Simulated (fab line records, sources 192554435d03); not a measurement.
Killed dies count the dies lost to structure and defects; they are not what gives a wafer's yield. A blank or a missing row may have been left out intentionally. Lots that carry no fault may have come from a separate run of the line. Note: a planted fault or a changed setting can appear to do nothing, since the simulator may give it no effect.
Split-lot study	flow n5_finfet	7 lots, 39 wafers read, on a route of 1938 steps

THE SPLIT ITSELF
At N5_WELL_APT_IMPLANT_32, the setting energy_kev was moved away from the recipe's 50 on 12 of the 39 wafers read, by -10.1% to +10.5%. All remaining wafers had this setting at the recipe value.

Reading taken at the split's own step.

THE READING
implant.drp_nm (the simulator's own value, which no gauge read), in nm, at N5_WELL_APT_IMPLANT_32. No usual value for it is given in the file.

wafer	tool, chamber at the split	energy_kev as run	against the recipe	implant.drp_nm, nm	against lot-mates on the recipe
L074.2	implanter-02, 0	50	recipe	18.55	-
L074.4	implanter-02, 0	50	recipe	18.55	-
L074.6	implanter-02, 0	50	recipe	18.55	-
L079.1	implanter-02, 0	50	recipe	18.55	-
L079.2	implanter-02, 0	50	recipe	18.55	-
L079.3	implanter-02, 0	50	recipe	18.55	-
L079.4	implanter-02, 0	50	recipe	18.55	-
L079.5	implanter-02, 0	50	recipe	18.55	-
L079.6	implanter-02, 0	50	recipe	18.55	-
L080.1	implanter-02, 0	50	recipe	18.55	-
L080.2	implanter-02, 0	50	recipe	18.55	-
L080.4	implanter-02, 0	50	recipe	18.55	-
L080.3	implanter-02, 0	55.26	+10.5%	19.95	+1.40
L080.5	implanter-02, 0	55.26	+10.5%	19.95	+1.40
L080.6	implanter-02, 0	55.26	+10.5%	19.95	+1.40
L082.1	implanter-01, 0	47.87	-4.3%	17.98	-0.57
L082.2	implanter-01, 0	47.87	-4.3%	17.98	-0.57
L082.4	implanter-01, 0	47.87	-4.3%	17.98	-0.57
L082.3	implanter-01, 0	50	recipe	18.55	-
L082.5	implanter-01, 0	50	recipe	18.55	-
L082.6	implanter-01, 0	50	recipe	18.55	-
L088.1	implanter-01, 0	50	recipe	18.55	-
L088.5	implanter-01, 0	50	recipe	18.55	-
L088.6	implanter-01, 0	50	recipe	18.55	-
L088.2	implanter-01, 0	47.53	-4.9%	17.89	-0.66
L088.3	implanter-01, 0	47.53	-4.9%	17.89	-0.66
L088.4	implanter-01, 0	47.53	-4.9%	17.89	-0.66
L095.1	implanter-02, 0	44.97	-10.1%	17.21	-1.34
L095.2	implanter-02, 0	44.97	-10.1%	17.21	-1.34
L095.6	implanter-02, 0	44.97	-10.1%	17.21	-1.34
L095.3	implanter-02, 0	50	recipe	18.55	-
L095.4	implanter-02, 0	50	recipe	18.55	-
L095.5	implanter-02, 0	50	recipe	18.55	-
L096.1	implanter-01, 0	50	recipe	18.55	-
L096.2	implanter-01, 0	50	recipe	18.55	-
L096.3	implanter-01, 0	50	recipe	18.55	-
L096.4	implanter-01, 0	50	recipe	18.55	-
L096.5	implanter-01, 0	50	recipe	18.55	-
L096.6	implanter-01, 0	50	recipe	18.55	-

THE FIT
A straight line over all 39 wafers: implant.drp_nm changes by +0.133 nm for each +1% of energy_kev; r = +1.00; the points scatter about the line by 0.00088 nm.
The same after taking each lot's own level away (the mean of its wafers on the recipe; 39 wafers): +0.133 nm for each +1%; r = +1.00; scatter 0.00088 nm.
According to that fit, moving energy_kev by its largest amount changes the reading by 1.4 nm.
The lots' own levels span 18.550 to 18.550 nm.
Hence the lot-to-lot level has little effect on the slope; both slopes agree.
Check: +1.4 nm against its lot-mates is what the line predicts for one of the wafers moved furthest among these (+10.5%) when that wafer is left out of the fit. Against them it came out at +1.4 nm.

OTHER SPLITS ON THESE WAFERS
Other splits were also applied to these wafers ahead of the reading. Each is held against what the fit with the lots' levels taken away leaves over:
other split on the same wafers	wafers away from the commonest value	r with implant.drp_nm (lot level and that fit taken away)
N5_WELL_APT_EXPOSE_22 dose_mj	9	+0.20

THE WHOLE CHAIN: every reading that the file lists as answering this split, in the file's order
step	what it does	reading	change (the file's fit)	r (the file's)
N5_WELL_APT_IMPLANT_32		implant.rp_nm (the simulator's own value, which no gauge read)	+0.367 nm for each +1% of the setting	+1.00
N5_WELL_APT_IMPLANT_32		implant.drp_nm (the simulator's own value, which no gauge read)	+0.133 nm for each +1% of the setting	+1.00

FILE'S OWN FIT
implant.drp_nm changes by +0.133 nm for each +1% of energy_kev, r = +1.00.
